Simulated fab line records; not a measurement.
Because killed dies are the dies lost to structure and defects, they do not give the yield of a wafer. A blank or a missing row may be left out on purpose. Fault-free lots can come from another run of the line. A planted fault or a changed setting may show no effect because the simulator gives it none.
fab line records -- flow nand_harc
record lots=11, wafers=33, last_day=33
route steps=1302 shown A_CONTACT@1102 A_BLC@1125 END@1302
lots untouched by any fault: they come from a run of this same line in which no faults occurred
start_h: hours from the record's opening day to when the first of the lot's shown wafers began -- wait_h: hours since the lot's step before -- " identical to the entry in the row above -- L1.1+2: one row covering several wafers at once -- - no value, or no start was given -- * or withheld: withheld -- < > ~ a bound
route shown NAME@n: a module of which the file shows steps, and the number in the route of the first -- usual: mean/standard deviation taken from wafers without a fault -- same: alike in all rows -- chamber/n: place in a boat -- sites: the reading at each site -- _std_site: the values' standard deviation -- _edge_site: inner sites' mean taken away from outer sites' mean -- radius_mm: for every site, how far away it sits from the centre of the wafer -- mask NAME#n: copy n -- behind: the last tool/chamber to shape the wafer -- hold: why the lot went on hold/how many hours it stayed there/how the hold came to an end -- device: transistor that didn't switch, given as n, p or np -- end of line: tests of these same wafers at the route's end -- step lacking rows: just its recipe -- killed: the dies lost at the first sort to structure and to defects; this is not the yield of the wafer -- map: a wafer's dies, marking killed ones x, the rest . and places with no die _
set.NAME: the run value of the setting; set.NAME@STEP: its run value at that earlier step -- model.NAME: the simulator's own value behind a step, which no gauge read
the route's steps for a sample of lots (tables are steps, rows are wafers)
services: the hour from which a tool's chamber was out of use, counted from the record's first day as start_h (under 0 if before that day), plus the number of hours and why
## steps
# step NHARC_A_CONTACT_CVD_19
# recipe target_thk_a=3000, temp_c=300, pressure_torr=40, wf6_flow_sccm=40, h2_flow_sccm=1600, ar_flow_sccm=1560, time_s=802, material=W
# usual chamber_pressure_Torr=39.99/0.083, heater_power_outer_w=256/25, heater_power_w=473/39, throttle_valve_pct=8.07/0.26
lot.wafer,tool,chamber,start_h,wait_h,chamber_pressure_Torr,heater_power_outer_w,heater_power_w,since_wet_clean_h,throttle_valve_pct
L301.2,cvd_w-02,1,-,-,40.04,224,405,93,8.13
L301.3,cvd_w-02,1,-,-,39.94,231,414,-,8.09
L301.5,cvd_w-02,1,-,-,39.96,224,423,-,8.24
L299.1,cvd_w-02,1,-,-,39.97,229,408,94,7.75
L299.6,cvd_w-02,1,-,-,39.96,233,414,-,8.13
L299.5,cvd_w-02,0,-,-,40.03,298,504,-,7.80
L302.4,cvd_w-01,1,-,-,39.91,257,493,-,8.12
L302.5,cvd_w-01,0,-,-,39.96,255,477,-,8.18
L302.6,cvd_w-01,1,-,-,40.01,247,479,-,8.02
L303.1,cvd_w-02,0,-,-,40.01,294,522,134,8.01
L303.2,cvd_w-02,1,-,-,40.00,229,404,134,8.23
L303.3,cvd_w-02,1,-,-,40.03,228,409,-,8.02
L307.1,cvd_w-01,1,-,-,40.16,250,491,69,8.28
L307.4,cvd_w-01,1,-,-,40.15,255,483,-,8.15
L307.6,cvd_w-01,0,-,-,39.96,245,479,-,8.29
L308.2,cvd_w-01,0,-,-,40.00,249,483,77,8.53
L308.1,cvd_w-01,1,-,-,39.94,256,477,77,8.10
L308.6,cvd_w-01,1,-,-,40.03,259,488,-,8.27
L309.1,cvd_w-01,0,-,-,39.83,242,487,82,8.46
L309.3,cvd_w-01,0,-,-,39.83,244,493,-,8.34
L309.4,cvd_w-01,1,-,-,40.16,256,478,-,8.07
L310.1,cvd_w-01,0,-,-,40.07,249,486,84,8.36
L310.2,cvd_w-01,1,-,-,39.85,264,485,84,8.05
L310.4,cvd_w-01,0,-,-,40.00,244,480,-,8.10
L316.1,cvd_w-02,1,-,-,40.00,224,418,56,7.96
L316.3,cvd_w-02,0,-,-,40.09,289,511,-,7.99
L316.5,cvd_w-02,1,-,-,39.86,229,412,-,7.78
L317.2,cvd_w-01,0,-,-,40.08,251,479,160,8.68
L317.4,cvd_w-01,1,-,-,40.07,260,490,-,8.31
L317.5,cvd_w-01,0,-,-,40.07,250,483,-,8.53
L319.2,cvd_w-02,0,-,-,39.92,293,490,94,7.62
L319.3,cvd_w-02,1,-,-,39.99,229,422,-,7.99
L319.6,cvd_w-02,1,-,-,40.07,228,414,-,7.58
# step NHARC_A_CONTACT_CMP_20
# recipe t_overpolish_s=30, target_thk_nm=300
# usual motor_current_A=12.4/0.92, overpolish_run_s=30.000/0.0092, time_to_endpoint_s=58/4
lot.wafer,tool,chamber,start_h,wait_h,motor_current_A,overpolish_run_s,time_to_endpoint_s
L301.3,cmp-04,2,556.47,0.5,11.5,29.990,56
L301.2,cmp-04,0,556.47,0.5,11.2,30.006,56
L301.5,cmp-04,3,556.47,0.5,13.4,30.013,60
L299.1,cmp-02,0,557.85,0.8,11.6,29.988,54
L299.5,cmp-02,1,557.85,0.8,13.8,30.008,60
L299.6,cmp-02,2,557.85,0.8,12.0,29.992,59
L302.4,cmp-04,3,576.72,0.4,12.3,29.979,64
L302.5,cmp-04,1,576.72,0.4,11.2,30.007,62
L302.6,cmp-04,2,576.72,0.4,11.5,30.021,61
L303.3,cmp-01,2,597.73,0.4,14.6,29.997,50
L303.2,cmp-01,3,597.73,0.4,11.8,29.999,58
L303.1,cmp-01,0,597.73,0.4,12.8,29.994,55
L307.1,cmp-01,2,629.57,0.8,14.2,30.020,56
L307.4,cmp-01,3,629.57,0.8,12.4,30.007,61
L307.6,cmp-01,3,629.57,0.8,12.3,30.009,62
L308.2,cmp-02,0,638.04,0.8,11.8,29.998,55
L308.1,cmp-02,1,638.04,0.8,13.2,29.989,60
L308.6,cmp-02,0,638.04,0.8,11.3,29.988,58
L309.3,cmp-02,2,642.44,0.5,11.3,30.000,59
L309.4,cmp-02,0,642.44,0.5,11.8,29.985,61
L309.1,cmp-02,1,642.44,0.5,14.4,30.007,60
L310.2,cmp-04,1,644.95,0.7,11.0,30.004,65
L310.4,cmp-04,2,644.95,0.7,10.9,29.987,64
L310.1,cmp-04,3,644.95,0.7,12.7,29.998,59
L316.3,cmp-01,2,701.13,0.4,14.6,29.987,57
L316.1,cmp-01,0,701.13,0.4,12.3,30.009,57
L316.5,cmp-01,2,701.13,0.4,14.4,30.002,56
L317.2,cmp-01,1,720.71,0.8,12.3,30.020,63
L317.4,cmp-01,2,720.71,0.8,14.2,30.003,55
L317.5,cmp-01,2,720.71,0.8,14.6,30.008,51
L319.2,cmp-04,0,738.51,0.8,11.8,30.004,57
L319.3,cmp-04,3,738.51,0.8,13.6,30.004,58
L319.6,cmp-04,1,738.51,0.8,11.7,29.995,59
# step NHARC_A_BLC_STRIP_29
# recipe cf4_flow_sccm=150, ar_flow_sccm=0, bias_w=0, chemistry=CF4
# usual drypump_motor_current_A=5.8/0.48, oes_product_au=0.997/0.01, rf_vpp_V=59.2/0.9, showerhead_plenum_p_Torr=1.74/0.055, throttle_valve_pct=13.284/0.0094
lot.wafer,tool,chamber,start_h,wait_h,drypump_motor_current_A,oes_product_au,rf_hours_counter_h,rf_vpp_V,showerhead_plenum_p_Torr,throttle_valve_pct
L301.3,rie_diel-10,0,558.61,0.1,6.0,0.989,13,58.9,1.78,13.263
L301.2,rie_diel-10,1,558.61,0.1,5.6,1.003,13,59.9,1.71,13.276
L301.5,rie_diel-10,1,558.61,0.1,5.6,0.997,-,58.8,1.71,13.298
L299.1,rie_diel-09,3,559.92,0.1,5.9,1.005,13,57.4,1.67,13.275
L299.5,rie_diel-09,2,559.92,0.1,5.7,0.998,-,58.5,1.82,13.291
L299.6,rie_diel-09,3,559.92,0.1,5.9,1.004,-,58.7,1.67,13.279
L302.4,rie_diel-07,0,578.72,0.1,5.9,0.984,6,58.5,1.77,13.297
L302.6,rie_diel-07,1,578.72,0.1,6.2,1.004,-,58.4,1.68,13.293
L302.5,rie_diel-07,2,578.72,0.1,6.5,0.997,-,60.2,1.85,13.291
L303.2,rie_diel-09,2,599.87,0.1,5.7,1.000,24,59.7,1.82,13.280
L303.1,rie_diel-09,0,599.87,0.1,5.2,1.000,28,59.5,1.73,13.275
L303.3,rie_diel-09,1,599.87,0.1,6.1,1.010,25,59.7,1.80,13.268
L307.1,rie_diel-07,0,631.72,0.1,5.9,0.988,9,59.3,1.77,13.285
L307.4,rie_diel-07,2,631.72,0.1,6.4,1.006,10,59.9,1.85,13.291
L307.6,rie_diel-07,0,631.72,0.1,5.9,0.980,-,60.5,1.77,13.283
L308.1,rie_diel-10,3,640.18,0.1,6.3,1.012,4,59.9,1.71,13.276
L308.2,rie_diel-10,0,640.18,0.1,6.1,1.004,4,60.0,1.78,13.275
L308.6,rie_diel-10,1,640.18,0.1,5.6,0.997,-,60.7,1.71,13.268
L309.3,rie_diel-10,2,644.64,0.1,5.0,0.991,4,58.9,1.69,13.281
L309.1,rie_diel-10,1,644.64,0.1,5.6,0.991,4,59.4,1.71,13.288
L309.4,rie_diel-10,1,644.64,0.1,5.6,0.987,-,60.0,1.71,13.286
L310.4,rie_diel-07,3,647.06,0.1,5.4,1.009,11,59.7,1.77,13.292
L310.2,rie_diel-07,0,647.06,0.1,5.9,0.986,10,57.4,1.77,13.278
L310.1,rie_diel-07,1,647.06,0.1,6.2,0.978,10,59.2,1.68,13.307
L316.1,rie_diel-07,1,703.15,0.1,6.2,0.986,3,58.6,1.68,13.275
L316.3,rie_diel-07,3,703.15,0.1,5.4,0.999,3,61.2,1.77,13.283
L316.5,rie_diel-07,0,703.15,0.1,5.9,0.999,-,59.2,1.77,13.261
L317.2,rie_diel-10,0,722.85,0.1,6.1,0.998,10,58.4,1.78,13.282
L317.4,rie_diel-10,1,722.85,0.1,5.7,0.994,11,58.1,1.71,13.280
L317.5,rie_diel-10,0,722.85,0.1,6.1,0.998,-,58.6,1.78,13.281
L319.3,rie_diel-10,2,740.52,0.1,4.9,0.995,12,60.4,1.69,13.286
L319.2,rie_diel-10,0,740.52,0.1,6.0,0.998,11,58.7,1.78,13.304
L319.6,rie_diel-10,2,740.52,0.1,5.0,1.004,-,60.6,1.69,13.264
# step NHARC_A_BLC_CVD_24
# recipe target_thk_a=1500, temp_c=300, pressure_torr=40, wf6_flow_sccm=40, h2_flow_sccm=1600, ar_flow_sccm=1560, time_s=434, material=W
# usual chamber_pressure_Torr=40.01/0.082, heater_power_outer_w=255/24, heater_power_w=475/36, throttle_valve_pct=8.14/0.24
lot.wafer,tool,chamber,start_h,wait_h,chamber_pressure_Torr,heater_power_outer_w,heater_power_w,since_wet_clean_h,throttle_valve_pct
L301.2,cvd_w-02,1,559.62,-,39.89,225,417,97,7.93
L301.3,cvd_w-02,0,559.62,-,39.98,297,521,-,7.53
L301.5,cvd_w-02,1,559.62,-,40.01,231,415,-,8.49
L299.1,cvd_w-01,1,560.92,-,40.11,257,478,1,8.02
L299.6,cvd_w-01,1,560.92,-,39.90,251,484,-,8.21
L299.5,cvd_w-01,0,560.92,-,39.78,243,462,-,8.33
L302.4,cvd_w-01,1,579.87,-,40.05,252,476,-,7.78
L302.5,cvd_w-01,0,579.87,-,39.92,257,493,-,8.30
L302.6,cvd_w-01,1,579.87,-,40.00,255,483,-,8.05
L303.2,cvd_w-02,0,600.96,-,40.00,296,533,138,7.90
L303.1,cvd_w-02,1,600.96,-,39.96,227,409,138,8.06
L303.3,cvd_w-02,0,600.96,-,40.07,307,517,-,7.87
L307.1,cvd_w-01,1,632.70,-,40.11,248,481,73,8.12
L307.4,cvd_w-01,0,632.70,-,39.94,249,475,-,8.53
L307.6,cvd_w-01,0,632.70,-,40.05,246,487,-,8.30
L308.2,cvd_w-01,0,641.12,-,39.99,249,489,81,8.50
L308.1,cvd_w-01,1,641.12,-,40.02,251,470,81,8.05
L308.6,cvd_w-01,1,641.12,-,40.03,249,487,-,8.12
L309.1,cvd_w-01,0,645.68,-,40.09,255,477,86,8.58
L309.4,cvd_w-01,0,645.68,-,40.22,247,491,-,8.53
L309.3,cvd_w-01,1,645.68,-,40.06,253,492,-,8.28
L310.2,cvd_w-01,0,648.01,-,40.04,249,482,88,8.12
L310.1,cvd_w-01,1,648.01,-,39.94,251,479,88,8.21
L310.4,cvd_w-01,0,648.01,-,40.00,244,471,-,8.43
L316.1,cvd_w-02,0,704.11,-,40.16,286,502,60,8.09
L316.3,cvd_w-02,1,704.11,-,40.10,226,419,-,7.89
L316.5,cvd_w-02,1,704.11,-,40.06,225,409,-,8.05
L317.2,cvd_w-01,0,723.81,-,39.95,244,481,164,8.34
L317.4,cvd_w-01,0,723.81,-,39.94,249,488,-,8.65
L317.5,cvd_w-01,1,723.81,-,39.89,261,494,-,8.04
L319.2,cvd_w-01,1,741.60,-,39.95,250,479,1,7.97
L319.3,cvd_w-01,0,741.60,-,40.05,247,492,-,8.26
L319.6,cvd_w-01,1,741.60,-,40.09,249,485,-,8.20
# step NHARC_A_BLC_CMP_25
# recipe t_overpolish_s=30, target_thk_nm=150
# usual motor_current_A=12.2/1.2, overpolish_run_s=30.000/0.0092, time_to_endpoint_s=30/3.5
lot.wafer,tool,chamber,start_h,wait_h,motor_current_A,overpolish_run_s,time_to_endpoint_s
L301.3,cmp-03,0,560.17,0.3,13.2,29.999,30
L301.2,cmp-03,1,560.17,0.3,14.0,30.012,30
L301.5,cmp-03,3,560.17,0.3,10.6,30.002,32
L299.1,cmp-04,1,561.44,0.4,11.4,29.990,30
L299.6,cmp-04,1,561.44,0.4,11.8,30.003,37
L299.5,cmp-04,2,561.44,0.4,10.8,30.001,27
L302.4,cmp-04,2,580.20,0.3,10.8,29.992,30
L302.5,cmp-04,1,580.20,0.3,11.7,29.991,31
L302.6,cmp-04,2,580.20,0.3,11.3,29.990,31
L303.1,cmp-03,0,601.48,0.4,13.9,29.994,24
L303.2,cmp-03,2,601.48,0.4,10.6,29.992,31
L303.3,cmp-03,3,601.48,0.4,9.9,30.000,30
L307.4,cmp-04,2,633.25,0.3,10.7,30.001,33
L307.1,cmp-04,3,633.25,0.3,13.4,29.987,34
L307.6,cmp-04,1,633.25,0.3,11.5,29.999,34
L308.2,cmp-04,0,641.65,0.5,12.2,30.009,14
L308.1,cmp-04,3,641.65,0.5,13.0,30.023,29
L308.6,cmp-04,0,641.65,0.5,11.9,29.999,25
L309.3,cmp-03,0,646.26,0.3,13.9,29.991,25
L309.1,cmp-03,1,646.26,0.3,13.2,29.978,11
L309.4,cmp-03,2,646.26,0.3,10.9,29.984,15
L310.4,cmp-01,2,648.55,0.3,13.8,30.005,13
L310.2,cmp-01,3,648.55,0.3,11.9,30.003,19
L310.1,cmp-01,0,648.55,0.3,13.0,30.011,28
L316.1,cmp-03,3,704.66,0.5,10.3,29.994,34
L316.3,cmp-03,0,704.66,0.5,13.0,29.994,26
L316.5,cmp-03,2,704.66,0.5,10.9,30.005,33
L317.4,cmp-03,3,724.38,0.4,10.5,29.993,29
L317.2,cmp-03,0,724.38,0.4,13.2,29.991,22
L317.5,cmp-03,1,724.38,0.4,13.5,29.997,29
L319.2,cmp-03,1,742.05,0.4,13.9,29.990,33
L319.3,cmp-03,0,742.05,0.4,13.2,30.000,27
L319.6,cmp-03,2,742.05,0.4,10.7,30.011,34
# step NHARC_END_SORT_01
# recipe temp_c=25
# usual killed_at_array=52/18, killed_at_other=1.0/1.4, killed_at_periphery=3.1/2.3, killed_dies=56/17, killed_open=3.0/1.7, killed_short=2.5/1.7
# same gross_dies=677
lot.wafer,tool,chamber,start_h,wait_h,killed_at_array,killed_at_other,killed_at_periphery,killed_dies,killed_open,killed_short
L302.4,prober-02,0,623.31,3.4,74,1,1,76,2,2
L302.5,prober-02,0,624.10,3.7,70,0,1,71,1,4
L302.6,prober-02,0,624.90,4.0,96,0,2,98,3,6
L310.1,prober-01,0,683.59,2.6,58,1,2,61,2,1
L310.2,prober-01,0,684.39,2.8,59,1,4,64,1,2
L310.4,prober-01,0,685.99,3.4,67,4,3,74,4,0
L308.1,prober-02,0,684.76,2.5,39,2,3,44,2,3
L308.2,prober-02,0,685.56,2.8,44,1,2,47,5,8
L308.6,prober-02,0,688.75,4.0,37,1,1,39,3,2
L309.1,prober-01,0,691.42,2.5,58,0,4,62,5,3
L309.3,prober-01,0,693.01,3.1,54,0,8,62,3,4
L309.4,prober-01,0,693.81,3.4,46,0,3,49,5,3
L317.2,prober-02,0,773.30,2.8,52,1,2,55,2,3
L317.4,prober-02,0,774.90,3.4,59,0,0,59,0,2
L317.5,prober-02,0,775.70,3.7,56,0,3,59,6,4
L319.2,prober-02,0,783.91,2.8,77,1,5,83,3,4
L319.3,prober-02,0,784.72,3.1,52,0,2,54,1,4
L319.6,prober-02,0,787.13,4.0,75,1,5,81,2,3
# killed by level:class
L302.4 A_CHANNEL_HOLE_D2:chamber_film_flake=34 A_SLIT:chamber_film_flake=25 A_CHANNEL_HOLE_D1:chamber_film_flake=4 A_SGD_CUT:chamber_film_flake=3 A_CONTACT:chamber_film_flake=2 A_CHANNEL_FILL_D1:geometric_particle:short=1 A_SGD_CUT:geometric_particle:open=1 A_SGD_CUT:geometric_particle:short=1
L302.5 A_SLIT:chamber_film_flake=29 A_CHANNEL_HOLE_D2:chamber_film_flake=19 A_CHANNEL_HOLE_D1:chamber_film_flake=6 A_SGD_CUT:chamber_film_flake=4 A_CHANNEL_FILL_D2:chamber_film_flake=3 A_STAIRCASE:chamber_film_flake=3 P_CONTACT:geometric_particle:short=1 A_ONON_D1:geometric_particle:short=1
L302.6 A_CHANNEL_HOLE_D2:chamber_film_flake=42 A_SLIT:chamber_film_flake=22 A_SGD_CUT:chamber_film_flake=8 A_CONTACT:chamber_film_flake=6 A_CHANNEL_HOLE_D1:chamber_film_flake=5 A_ONON_D2:geometric_particle:short=2 A_WL_FILL:chamber_film_flake=2 P_STI:geometric_particle:short=1
L310.1 A_CHANNEL_HOLE_D1:chamber_film_flake=31 A_CHANNEL_HOLE_D2:chamber_film_flake=11 A_CONTACT:chamber_film_flake=5 A_STAIRCASE:chamber_film_flake=4 A_ZERO_WELL:chamber_film_flake=3 P_M2:chamber_film_flake=2 A_CHANNEL_FILL_D2:geometric_particle:open=1 A_WL_FILL:geometric_particle:short=1
L310.2 A_CHANNEL_HOLE_D1:chamber_film_flake=22 A_CHANNEL_HOLE_D2:chamber_film_flake=21 A_CONTACT:chamber_film_flake=5 A_ZERO_WELL:chamber_film_flake=3 A_CHANNEL_FILL_D1:chamber_film_flake=2 A_STAIRCASE:chamber_film_flake=2 P_CONTACT:geometric_particle:open=1 A_CHANNEL_FILL_D1:geometric_particle:short=1
L308.1 A_CHANNEL_HOLE_D2:chamber_film_flake=17 A_CONTACT:chamber_film_flake=5 A_CHANNEL_HOLE_D1:chamber_film_flake=4 A_SLIT:chamber_film_flake=3 A_CHANNEL_FILL_D2:chamber_film_flake=2 A_STAIRCASE:chamber_film_flake=2 A_WL_FILL:chamber_film_flake=2 THIN_TSV:chamber_film_flake=2
L308.2 A_CHANNEL_HOLE_D2:chamber_film_flake=10 A_WL_FILL:chamber_film_flake=8 A_CONTACT:chamber_film_flake=5 A_CHANNEL_FILL_D1:geometric_particle:short=3 A_CHANNEL_FILL_D2:geometric_particle:short=3 A_CHANNEL_HOLE_D1:chamber_film_flake=3 A_SLIT:chamber_film_flake=3 A_CHANNEL_FILL_D1:geometric_particle:open=2
L310.4 A_CHANNEL_HOLE_D1:chamber_film_flake=33 A_CHANNEL_HOLE_D2:chamber_film_flake=15 A_M1:chamber_film_flake=6 A_ZERO_WELL:chamber_film_flake=4 A_CONTACT:chamber_film_flake=3 P_M2:chamber_film_flake=2 STARTING-WAFER:geometric_particle:open=2 A_STAIRCASE:chamber_film_flake=2
L308.6 A_CHANNEL_HOLE_D2:chamber_film_flake=13 A_WL_FILL:chamber_film_flake=7 A_CONTACT:chamber_film_flake=4 A_ZERO_WELL:chamber_film_flake=2 A_CHANNEL_HOLE_D1:chamber_film_flake=2 A_STAIRCASE:chamber_film_flake=2 A_SLIT:chamber_film_flake=2 A_ONON_D1:geometric_particle:open=1
L309.1 A_SLIT:chamber_film_flake=33 A_CHANNEL_HOLE_D1:chamber_film_flake=10 A_M1:chamber_film_flake=3 A_STAIRCASE:chamber_film_flake=3 A_CHANNEL_FILL_D1:geometric_particle:short=2 P_CONTACT:geometric_particle:open=1 P_M1:geometric_particle:open=1 A_ONON_D1:geometric_particle:short=1
L309.3 A_SLIT:chamber_film_flake=33 A_CHANNEL_HOLE_D1:chamber_film_flake=6 A_M1:chamber_film_flake=4 A_CONTACT:chamber_film_flake=3 P_CONTACT:geometric_particle:short=2 P_ZERO_WELL:chamber_film_flake=2 P_GATE:chamber_film_flake=2 A_STAIRCASE:chamber_film_flake=2
L309.4 A_SLIT:chamber_film_flake=28 A_CHANNEL_HOLE_D1:chamber_film_flake=4 A_M1:chamber_film_flake=3 A_CHANNEL_FILL_D1:geometric_particle:open=2 P_ZERO_WELL:chamber_film_flake=2 A_ZERO_WELL:chamber_film_flake=2 P_CONTACT:geometric_particle:short=1 A_ONON_D2:geometric_particle:open=1
L317.2 A_SLIT:chamber_film_flake=31 A_CONTACT:chamber_film_flake=10 A_STAIRCASE:chamber_film_flake=3 A_DECK1_JOINT:geometric_particle:short=1 A_CHANNEL_FILL_D2:geometric_particle:open=1 A_WL_FILL:geometric_particle:open=1 A_CONTACT:geometric_particle:short=1 A_M1:geometric_particle:short=1
L317.4 A_SLIT:chamber_film_flake=33 A_CONTACT:chamber_film_flake=18 A_STAIRCASE:chamber_film_flake=3 A_CHANNEL_FILL_D1:geometric_particle:short=1 A_M1:geometric_particle:short=1 A_DECK1_JOINT:chamber_film_flake=1 A_CHANNEL_FILL_D2:chamber_film_flake=1 A_WL_FILL:chamber_film_flake=1
L317.5 A_SLIT:chamber_film_flake=32 A_STAIRCASE:chamber_film_flake=5 A_CONTACT:chamber_film_flake=5 P_M0:geometric_particle:open=2 A_DECK1_JOINT:geometric_particle:open=2 A_CHANNEL_FILL_D2:chamber_film_flake=2 P_M2:geometric_particle:short=1 A_ONON_D1:geometric_particle:short=1
L319.2 A_CHANNEL_HOLE_D2:chamber_film_flake=34 A_SLIT:chamber_film_flake=29 A_SGD_CUT:chamber_film_flake=4 A_CONTACT:chamber_film_flake=2 P_GATE:geometric_particle:open=1 P_M0:geometric_particle:short=1 P_M1:geometric_particle:open=1 A_ONON_D1:geometric_particle:short=1
L319.3 A_SLIT:chamber_film_flake=21 A_CHANNEL_HOLE_D2:chamber_film_flake=16 A_STAIRCASE:chamber_film_flake=3 A_CONTACT:chamber_film_flake=3 A_DECK1_JOINT:chamber_film_flake=2 A_SGD_CUT:chamber_film_flake=2 P_M0:geometric_particle:short=1 A_SOURCE_PLATE:geometric_particle:short=1
L319.6 A_CHANNEL_HOLE_D2:chamber_film_flake=30 A_SLIT:chamber_film_flake=26 A_SGD_CUT:chamber_film_flake=7 P_M0:chamber_film_flake=3 A_CONTACT:chamber_film_flake=3 A_CHANNEL_FILL_D2:chamber_film_flake=2 P_M0:geometric_particle:open=1 A_ONON_D1:geometric_particle:short=1
## services
tool,chamber,start_h,hours,kind
cmp-01,-,533.24,1.0,repair
cvd_w-01,-,547.03,13.0,pm
cmp-03,-,554.00,4.0,pm
cmp-03,-,575.63,0.4,repair
cmp-01,-,577.59,4.0,pm
rie_diel-10,1,595.82,2.9,repair
rie_diel-10,-,596.50,9.0,pm
cmp-04,-,601.00,4.0,pm
cvd_w-02,-,631.00,13.0,pm
cmp-01,-,637.02,1.3,repair
rie_diel-10,0,642.56,6.1,repair
rie_diel-10,-,646.58,1.6,repair
cvd_w-01,-,651.57,0.7,repair
cmp-03,-,652.00,4.0,pm
cvd_w-02,-,652.82,1.0,repair
cmp-01,-,660.74,0.7,repair
cmp-01,-,675.59,4.0,pm
cmp-04,-,676.52,0.7,repair
cmp-03,-,678.41,3.6,repair
cmp-03,-,694.74,3.3,repair
cmp-04,-,699.04,4.0,pm
cmp-04,-,722.22,4.6,repair
cvd_w-01,-,728.03,13.0,pm
rie_diel-10,1,735.78,11.8,repair
## key
first_sign step=NHARC_A_BLC_CMP_25, reading=time_to_endpoint_s, direction=down, sigmas=4.5, usual=*, struck=*
effect none on later readings
met_at NHARC_A_BLC_CVD_24
struck_lots L308,L309,L310
struck_wafers L308.2,L309.1,L309.4,L310.2,L310.4
tester_left_out L308,L309,L310
not_acting_at NHARC_A_CONTACT_CVD_19,NHARC_A_CONTACT_CMP_20,NHARC_A_BLC_STRIP_29
onset_between 632.70 641.12
fault kind=process_parameter_drift, tool=cvd_w-01, chamber=0, onset_h=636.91, steps=NHARC_A_BLC_CVD_24, channel=target_thk_a, offset=*, shape=step, end_h=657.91, acts_in=*, stated=*
# tester_left_out: of these lots the tester's yield and bins aren't shown, on N5 and GAA mostly nor the transistor test; their killed dies are dies lost to structure and defects alone, not to doping, threshold or leakage, so they don't give the yield
